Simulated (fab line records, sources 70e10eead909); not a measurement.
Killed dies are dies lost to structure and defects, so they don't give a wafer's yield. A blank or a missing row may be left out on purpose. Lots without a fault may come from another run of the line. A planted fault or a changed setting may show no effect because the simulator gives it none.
Chamber matching | flow nand_harc | NHARC_A_DECK1_JOINT_ETCHBACK_00 on rie_si-03: 4 sister chambers
The step etches the open film in HBr, target depth 30 nm, time 17.4 s. 16 wafers are shown with their chamber, then 8 later ones without.

WAFERS WITH THEIR CHAMBER
wafer  | chamber | oes_product_au (a.u.) | throttle_valve_pct (%)
L801.2 | 3       | 1.011                 | 23.245
L801.3 | 0       | 1.008                 | 23.243
L801.5 | 1       | 0.996                 | 23.272
L802.1 | 2       | 1.003                 | 23.264
L802.4 | 3       | 1.012                 | 23.265
L802.6 | 2       | 1.000                 | 23.273
L805.1 | 3       | 1.010                 | 23.278
L805.3 | 1       | 0.995                 | 23.261
L805.5 | 3       | 1.006                 | 23.271
L804.2 | 0       | 1.013                 | 23.275
L804.3 | 3       | 1.010                 | 23.264
L804.4 | 1       | 0.997                 | 23.260
L809.1 | 3       | 1.013                 | 23.273
L809.4 | 1       | 1.008                 | 23.271
L809.5 | 0       | 1.027                 | 23.262
L814.1 | 1       | 0.986                 | 23.264

SIGNATURES (means of the wafers above)
reading            | chamber 0 | chamber 1 | chamber 2 | chamber 3 | scatter within a chamber
oes_product_au     | 1.01600   | 0.99640   | 1.00150   | 1.01033   | 0.00628
throttle_valve_pct | 23.26000  | 23.26560  | 23.26850  | 23.26600  | 0.0106
Rule: a wafer's distance from a chamber is the root of the sum, over the readings, of the square of ((its reading less the chamber's mean) divided by the reading's scatter). The wafer belongs to the nearest chamber; if the next one is less than 2 further off, it can't be placed. The scatter: the root of (the sum of the squares of (reading less its chamber's mean) over the shown wafers, divided by (wafers less chambers)).

WAFERS WITHOUT THEIR CHAMBER
wafer  | oes_product_au (a.u.) | throttle_valve_pct (%)
L814.3 | 1.008                 | 23.263
L814.5 | 1.009                 | 23.256
L820.4 | 1.001                 | 23.286
L820.5 | 1.005                 | 23.265
L820.6 | 0.995                 | 23.273
L824.3 | 0.993                 | 23.261
L824.5 | 0.986                 | 23.269
L824.6 | 0.992                 | 23.278

WHICH CHAMBER EACH WENT THROUGH
wafer  | from the rows above               | in truth
L814.3 | can't be placed: 3 or 2 or 0 or 1 | 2
L814.5 | can't be placed: 3 or 0 or 2 or 1 | 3
L820.4 | can't be placed: 2 or 1 or 3 or 0 | 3
L820.5 | can't be placed: 2 or 3 or 1 or 0 | 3
L820.6 | can't be placed: 1 or 2 or 3      | 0
L824.3 | can't be placed: 1 or 2           | 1
L824.5 | can't be placed: 1 or 2           | 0
L824.6 | can't be placed: 1 or 2 or 3      | 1
Placed correctly: 0 of 8. Can't be placed from these rows: 8 (the true chamber is among the candidates in 6). Placed wrongly: 0.
